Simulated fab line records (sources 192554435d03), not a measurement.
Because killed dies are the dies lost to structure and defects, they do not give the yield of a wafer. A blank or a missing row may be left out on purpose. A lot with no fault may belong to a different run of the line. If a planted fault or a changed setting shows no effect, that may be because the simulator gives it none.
Which of the tools did it?	flow n5_finfet	Sampling: 24 lots, 72 wafers, 6 of 1938 route steps

== WHAT THE GAUGES READ, wafer by wafer ==
N5_BEOL_M14_INSPECT_55: inspects for defects (darkfield). Usual: raw_defect_count reads 59 (standard deviation 20).
lot	measured	on	raw_defect_count	flag
L074	day 11 08:58	defect_inspect-02	47 41 64	
L075	day 11 12:14	defect_inspect-01	57 57 50	
L077	day 12 01:42	defect_inspect-01	49 49 50	
L076	day 12 05:13	defect_inspect-01	67 77 75	
L078	day 12 10:23	defect_inspect-01	77 66 74	
L081	day 12 22:54	defect_inspect-01	87 41 35	
L080	day 13 03:04	defect_inspect-01	70 63 101	
L079	day 13 09:41	defect_inspect-02	70 46 42	
L082	day 13 11:11	defect_inspect-01	72 69 99	
L083	day 13 11:44	defect_inspect-02	60 54 54	
L084	day 13 17:13	defect_inspect-01	55 18 42	
L086	day 14 08:31	defect_inspect-02	48 42 68	
L085	day 14 16:15	defect_inspect-02	94 84 94	
L089	day 14 16:29	defect_inspect-02	77 118 51	
L087	day 14 19:02	defect_inspect-01	35 58 46	
L088	day 14 20:05	defect_inspect-02	78 62 64	
L090	day 15 14:43	defect_inspect-01	40 58 59	
L091	day 15 14:59	defect_inspect-01	33 31 39	
L093	day 15 16:04	defect_inspect-01	73 86 41	
L092	day 15 22:49	defect_inspect-01	45 63 36	
L094	day 15 23:15	defect_inspect-01	31 50 34	
L095	day 17 05:19	defect_inspect-02	40 47 44	
L097	day 17 09:16	defect_inspect-02	58 82 52	
L096	day 17 09:32	defect_inspect-01	83 88 52	

N5_MIM_BOT_LITHO_OVL_MEAS_11. Usual: MIM_BOT_OVL -1 nm, standard deviation 5.2.
lot	measured	on	MIM_BOT_OVL (nm)	flag
L074	day 11 22:53	overlay-01	3 7 5	
L075	day 11 23:11	overlay-02	-6 0 -2	
L077	day 12 14:03	overlay-01	-2 -5 -5	
L076	day 12 16:52	overlay-01	-1 0 -4	
L078	day 12 21:09	overlay-02	-3 2 4	
L081	day 13 10:04	overlay-02	-3 -6 2	
L080	day 13 13:17	overlay-02	-2 -3 0	
L079	day 13 19:52	overlay-01	-1 -4 1	
L082	day 13 22:24	overlay-02	-2 -11 -7	
L083	day 13 23:23	overlay-02	-8 -1 -11	
L084	day 14 04:08	overlay-01	-3 -9 -1	
L086	day 14 20:01	overlay-02	1 9 3	
L085	day 15 03:53	overlay-01	1 0 2	
L089	day 15 03:31	overlay-01	-3 0 -11	
L087	day 15 04:17	overlay-02	-1 -2 -2	
L088	day 15 08:58	overlay-02	1 3 -2	
L090	day 16 03:25	overlay-01	10 12 8	
L091	day 16 03:16	overlay-02	-8 -2 0	
L093	day 16 04:12	overlay-02	8 -1 7	
L092	day 16 11:04	overlay-01	4 -5 -5	
L094	day 16 11:14	overlay-02	3 4 -5	
L095	day 17 15:41	overlay-01	4 6 7	
L097	day 18 08:17	overlay-02	-9 -12 -12	
L096	day 18 09:55	overlay-01	-2 -5 -6	

== EACH LOT AND THE TOOL THAT RAN IT (in order: tool; ch and the chambers of the sampled wafers; start) ==
lot	N5_BEOL_M15_STRIP_63	N5_BEOL_M15_ETCH_61	N5_BEOL_M15_TRENCH_ETCH_34	N5_MIM_BOT_DEGAS_01
L074	rie_diel-01 ch 0,1,2, day 11 11:18 or earlier	rie_diel-06 ch 1,2, day 11 11:18	rie_diel-06 ch 1,2, day 11 11:21	pvd_sputter-03, day 11 20:01
L075	rie_diel-02 ch 0,1,3, day 11 15:19 or earlier	rie_diel-06 ch 0,1, day 11 15:19	rie_diel-06 ch 0,1, day 11 15:22	pvd_sputter-03, day 11 20:08
L077	rie_diel-06 ch 1,2, day 12 04:27 or earlier	rie_diel-06 ch 0,1, day 12 04:27	rie_diel-06 ch 0,1, day 12 04:31	pvd_sputter-02, day 12 11:04
L076	rie_diel-01 ch 0,1, day 12 07:44 or earlier	rie_diel-06 ch 1,2,3, day 12 07:44	rie_diel-06 ch 1,2,3, day 12 07:48	pvd_sputter-02, day 12 12:59
L078	rie_diel-06 ch 0,1,3, day 12 12:34 or earlier	rie_diel-02 ch 0,1,2, day 12 12:34	rie_diel-02 ch 0,1,2, day 12 12:37	pvd_sputter-03, day 12 16:59
L081	rie_diel-02 ch 0,1, day 13 01:31 or earlier	rie_diel-01 ch 1,2, day 13 01:31	rie_diel-01 ch 1,2, day 13 01:34	pvd_sputter-01, day 13 07:23
L080	rie_diel-02 ch 0,1,3, day 13 05:30 or earlier	rie_diel-02 ch 0,2, day 13 05:30	rie_diel-02 ch 0,2, day 13 05:33	pvd_sputter-01, day 13 10:35
L079	rie_diel-06 ch 0,1, day 13 12:11 or earlier	rie_diel-06 ch 0,1,3, day 13 12:11	rie_diel-06 ch 0,1,3, day 13 12:14	pvd_sputter-01, day 13 17:35
L082	rie_diel-02 ch 0,2, day 13 13:22 or earlier	rie_diel-02 ch 0,1,2, day 13 13:22	rie_diel-02 ch 0,1,2, day 13 13:25	pvd_sputter-02, day 13 18:31
L083	rie_diel-02 ch 0,1,2, day 13 14:02 or earlier	rie_diel-06 ch 1,2,3, day 13 14:02	rie_diel-06 ch 1,2,3, day 13 14:05	pvd_sputter-03, day 13 21:07
L084	rie_diel-02 ch 2,3, day 13 19:37 or earlier	rie_diel-06 ch 0,1, day 13 19:37	rie_diel-06 ch 0,1, day 13 19:40	pvd_sputter-01, day 14 01:12
L086	rie_diel-06 ch 0,1,3, day 14 11:05 or earlier	rie_diel-06 ch 0,1,3, day 14 11:05	rie_diel-06 ch 0,1,3, day 14 11:08	pvd_sputter-03, day 14 17:28
L085	rie_diel-01 ch 1,2,3, day 14 18:52 or earlier	rie_diel-06 ch 0,1,2, day 14 18:52	rie_diel-06 ch 0,1,2, day 14 18:55	pvd_sputter-01, day 15 01:38
L089	rie_diel-02 ch 0,2,3, day 14 19:30 or earlier	rie_diel-01 ch 0,2,3, day 14 19:30	rie_diel-01 ch 0,2,3, day 14 19:33	pvd_sputter-01, day 15 01:31
L087	rie_diel-02 ch 0,1,2, day 14 21:19 or earlier	rie_diel-02 ch 0,2,3, day 14 21:19	rie_diel-02 ch 0,2,3, day 14 21:22	pvd_sputter-03, day 15 02:05
L088	rie_diel-01 ch 1,2,3, day 14 22:58 or earlier	rie_diel-02 ch 0,1,3, day 14 22:58	rie_diel-02 ch 0,1,3, day 14 23:01	pvd_sputter-03, day 15 05:11
L090	rie_diel-02 ch 0,1,3, day 15 17:01 or earlier	rie_diel-06 ch 0,1,3, day 15 17:01	rie_diel-06 ch 0,1,3, day 15 17:04	pvd_sputter-02, day 15 23:35
L091	rie_diel-06 ch 0,1,2, day 15 17:24 or earlier	rie_diel-02 ch 0,1, day 15 17:24	rie_diel-02 ch 0,1, day 15 17:28	pvd_sputter-03, day 15 23:28
L093	rie_diel-02 ch 0,1,2, day 15 18:34 or earlier	rie_diel-06 ch 2,3, day 15 18:34	rie_diel-06 ch 2,3, day 15 18:37	pvd_sputter-02, day 16 01:57
L092	rie_diel-01 ch 0,2,3, day 16 01:14 or earlier	rie_diel-06 ch 0,2, day 16 01:14	rie_diel-06 ch 0,2, day 16 01:17	pvd_sputter-02, day 16 08:35
L094	rie_diel-02 ch 1,2,3, day 16 02:05 or earlier	rie_diel-06 ch 1,2,3, day 16 02:05	rie_diel-06 ch 1,2,3, day 16 02:08	pvd_sputter-02, day 16 08:43
L095	rie_diel-06 ch 0,2, day 17 07:37 or earlier	rie_diel-02 ch 0,2,3, day 17 07:37	rie_diel-02 ch 0,2,3, day 17 07:40	pvd_sputter-02, day 17 13:10
L097	rie_diel-06 ch 0,3, day 17 11:59 or earlier	rie_diel-02 ch 1,2,3, day 17 11:59	rie_diel-02 ch 1,2,3, day 17 12:02	pvd_sputter-03, day 18 04:28
L096	rie_diel-01 ch 1,2,3, day 17 12:39 or earlier	rie_diel-06 ch 1,3, day 17 12:39	rie_diel-06 ch 1,3, day 17 12:42	pvd_sputter-01, day 18 06:51
- N5_BEOL_M15_STRIP_63: strips in O2.
- N5_BEOL_M15_ETCH_61: etches BARC in N2/H2, target depth 89 nm, overetch 26.7 nm, time 67.9 s.
- N5_BEOL_M15_TRENCH_ETCH_34: etches SiO2 in C4F8/O2/Ar, target depth 872.93 nm, time 199 s.
- N5_MIM_BOT_DEGAS_01: time 60 s.

== WHAT THE TOOLS THEMSELVES READ (means of the sampled wafers that have a number; where no wafer has one, the mark that the record gives instead) ==
N5_BEOL_M15_STRIP_63. Usual: drypump_motor_current_A 5.5 A, standard deviation 0.5; oes_product_au 0.75 a.u., standard deviation 0.074; rf_vpp_V 3.6 V, standard deviation 0.81; showerhead_plenum_p_Torr 2.06 Torr, standard deviation 0.092; throttle_valve_pct 16.63 %, standard deviation 0.2.
lot	tool	drypump_motor_current_A (A)	oes_product_au (a.u.)	rf_vpp_V (V)	showerhead_plenum_p_Torr (Torr)	throttle_valve_pct (%)	flag
L074	rie_diel-01	5.5	0.72	3.4	2.06	16.68	
L075	rie_diel-02	5.8	0.79	4.2	2.11	16.54	
L077	rie_diel-06	5.0	0.74	3.5	2.00	16.72	
L076	rie_diel-01	4.9	0.70	3.4	2.08	16.81	
L078	rie_diel-06	5.3	0.81	3.2	2.10	16.66	
L081	rie_diel-02	5.9	0.77	3.2	2.07	16.50	
L080	rie_diel-02	5.8	0.78	4.9	2.10	16.55	
L079	rie_diel-06	5.1	0.72	3.8	2.02	16.85	
L082	rie_diel-02	5.2	0.75	3.8	2.06	16.55	
L083	rie_diel-02	5.5	0.76	3.7	2.07	16.54	
L084	rie_diel-02	5.3	0.72	2.9	2.02	16.63	
L086	rie_diel-06	5.4	0.79	3.0	2.10	16.68	
L085	rie_diel-01	5.6	0.76	3.5	2.09	16.65	
L089	rie_diel-02	5.4	0.75	3.4	2.09	16.59	
L087	rie_diel-02	5.5	0.76	2.6	2.06	16.55	
L088	rie_diel-01	5.6	0.76	3.5	2.09	16.65	
L090	rie_diel-02	5.8	0.76	3.4	2.10	16.58	
L091	rie_diel-06	5.2	0.72	3.3	2.02	16.86	
L093	rie_diel-02	5.5	0.75	4.2	2.06	16.56	
L092	rie_diel-01	5.8	0.78	4.0	2.02	16.51	
L094	rie_diel-02	5.8	0.72	4.4	2.02	16.66	
L095	rie_diel-06	5.4	0.69	3.4	2.03	16.93	
L097	rie_diel-06	5.6	0.82	3.6	2.17	16.56	
L096	rie_diel-01	5.6	0.85	3.0	2.08	16.52	

N5_BEOL_M15_ETCH_61. Usual: bias_w 150.0 W, standard deviation 0.43; drypump_motor_current_A 5.4 A, standard deviation 0.43; oes_product_au 0.64 a.u., standard deviation 0.06; rf_vpp_V 523 V, standard deviation 3; showerhead_plenum_p_Torr 2.50 Torr, standard deviation 0.1; throttle_valve_pct 17.92 %, standard deviation 0.23.
lot	tool	bias_w (W)	drypump_motor_current_A (A)	oes_product_au (a.u.)	rf_vpp_V (V)	showerhead_plenum_p_Torr (Torr)	throttle_valve_pct (%)	flag
L074	rie_diel-06	150.0	5.0	0.64	520	2.43	17.88	
L075	rie_diel-06	149.8	5.3	0.62	523	2.50	18.18	
L077	rie_diel-06	149.9	5.4	0.62	523	2.50	18.19	
L076	rie_diel-06	149.9	5.2	0.71	522	2.52	17.78	
L078	rie_diel-02	150.0	5.5	0.65	523	2.51	17.77	
L081	rie_diel-01	150.0	5.2	0.59	525	2.58	18.01	
L080	rie_diel-02	150.1	5.2	0.68	526	2.59	17.74	
L079	rie_diel-06	150.3	5.4	0.68	524	2.56	17.94	
L082	rie_diel-02	149.6	5.6	0.65	523	2.51	17.79	
L083	rie_diel-06	150.1	5.2	0.68	523	2.52	17.80	
L084	rie_diel-06	150.0	5.3	0.61	522	2.49	18.21	
L086	rie_diel-06	149.6	5.4	0.67	524	2.55	17.95	
L085	rie_diel-06	150.2	5.1	0.61	521	2.45	18.08	
L089	rie_diel-01	149.8	5.8	0.67	522	2.45	17.74	
L087	rie_diel-02	149.9	5.4	0.65	523	2.54	17.82	
L088	rie_diel-02	149.5	5.8	0.64	524	2.54	17.79	
L090	rie_diel-06	150.6	5.4	0.66	524	2.55	17.97	
L091	rie_diel-02	150.1	5.6	0.66	524	2.59	17.74	
L093	rie_diel-06	150.0	5.2	0.66	523	2.51	17.82	
L092	rie_diel-06	149.9	5.3	0.60	522	2.48	18.22	
L094	rie_diel-06	149.7	5.2	0.67	522	2.51	17.83	
L095	rie_diel-02	149.9	5.4	0.64	524	2.53	17.85	
L097	rie_diel-02	149.6	5.8	0.62	521	2.45	17.89	
L096	rie_diel-06	150.4	5.4	0.72	526	2.60	17.73	

N5_BEOL_M15_TRENCH_ETCH_34. Usual: bias_w 2039 W, standard deviation 6.4; drypump_motor_current_A 5.4 A, standard deviation 0.43; he_inner_torr 15.002 Torr, standard deviation 0.03; oes_f_703_au 0.75 a.u., standard deviation 0.073; oes_product_au 0.75 a.u., standard deviation 0.073; rf_vpp_V 2215 V, standard deviation 29; showerhead_plenum_p_Torr 3.39 Torr, standard deviation 0.13; throttle_valve_pct 30.91 %, standard deviation 0.25.
lot	tool	bias_w (W)	drypump_motor_current_A (A)	he_inner_torr (Torr)	oes_f_703_au (a.u.)	oes_product_au (a.u.)	rf_vpp_V (V)	showerhead_plenum_p_Torr (Torr)	throttle_valve_pct (%)	flag
L074	rie_diel-06	2039	5.0	15.002	0.75	0.75	2182	3.30	30.90	
L075	rie_diel-06	2035	5.4	14.992	0.73	0.72	2233	3.39	31.18	
L077	rie_diel-06	2035	5.3	15.036	0.71	0.72	2233	3.39	31.18	
L076	rie_diel-06	2042	5.2	15.018	0.83	0.82	2200	3.42	30.79	
L078	rie_diel-02	2035	5.6	14.998	0.77	0.77	2217	3.40	30.71	
L081	rie_diel-01	2039	5.2	15.035	0.69	0.68	2223	3.50	31.05	
L080	rie_diel-02	2042	5.2	14.984	0.79	0.80	2228	3.50	30.70	
L079	rie_diel-06	2041	5.4	14.995	0.80	0.80	2228	3.45	30.93	
L082	rie_diel-02	2036	5.6	14.991	0.76	0.76	2216	3.39	30.70	
L083	rie_diel-06	2042	5.1	15.004	0.81	0.80	2200	3.41	30.79	
L084	rie_diel-06	2052	5.3	15.000	0.71	0.71	2232	3.38	31.20	
L086	rie_diel-06	2034	5.4	15.004	0.78	0.78	2227	3.45	30.94	
L085	rie_diel-06	2042	5.1	14.959	0.71	0.71	2206	3.33	31.07	
L089	rie_diel-01	2049	5.8	15.008	0.80	0.79	2216	3.32	30.74	
L087	rie_diel-02	2042	5.4	15.011	0.75	0.74	2227	3.43	30.78	
L088	rie_diel-02	2036	5.8	14.984	0.77	0.76	2223	3.43	30.71	
L090	rie_diel-06	2035	5.4	14.986	0.78	0.78	2226	3.44	30.95	
L091	rie_diel-02	2036	5.6	14.992	0.78	0.78	2223	3.49	30.65	
L093	rie_diel-06	2038	5.2	15.008	0.77	0.77	2197	3.41	30.84	
L092	rie_diel-06	2041	5.3	14.983	0.69	0.69	2230	3.37	31.24	
L094	rie_diel-06	2040	5.2	14.994	0.78	0.77	2199	3.40	30.82	
L095	rie_diel-02	2037	5.4	15.003	0.75	0.74	2225	3.42	30.80	
L097	rie_diel-02	2036	5.8	14.991	0.72	0.71	2213	3.32	30.80	
L096	rie_diel-06	2035	5.4	15.008	0.84	0.83	2221	3.52	30.69	

N5_MIM_BOT_DEGAS_01. Usual: heater_power_w reads 476 W (standard deviation 51).
lot	tool	heater_power_w (W)	flag
L074	pvd_sputter-03	531	
L075	pvd_sputter-03	531	
L077	pvd_sputter-02	419	
L076	pvd_sputter-02	478	
L078	pvd_sputter-03	508	
L081	pvd_sputter-01	459	
L080	pvd_sputter-01	443	
L079	pvd_sputter-01	448	
L082	pvd_sputter-02	469	
L083	pvd_sputter-03	459	
L084	pvd_sputter-01	457	
L086	pvd_sputter-03	518	
L085	pvd_sputter-01	449	
L089	pvd_sputter-01	444	
L087	pvd_sputter-03	496	
L088	pvd_sputter-03	488	
L090	pvd_sputter-02	451	
L091	pvd_sputter-03	500	
L093	pvd_sputter-02	484	
L092	pvd_sputter-02	471	
L094	pvd_sputter-02	468	
L095	pvd_sputter-02	470	
L097	pvd_sputter-03	531	
L096	pvd_sputter-01	452	

== THE ANSWER, worked out from the rows above alone ==
Rule: a lot is off if the mean of its wafers that have a number lies more than 3 standard deviations from the usual mean. Also off: a lot with no number at a reading for which 4 or more lots have one. All remaining lots with rows at the step are treated as sound. Order of review: gauges by route order, followed by the tools' own readings, for which a lot's mean as printed above is used. At the first step where some lot is off, the reading lying furthest off is the one used; lots without a number count as furthest.
Across all readings shown, no lot is off: no conclusion can be drawn from this.

== WHAT THE SIMULATOR PUT IN ==
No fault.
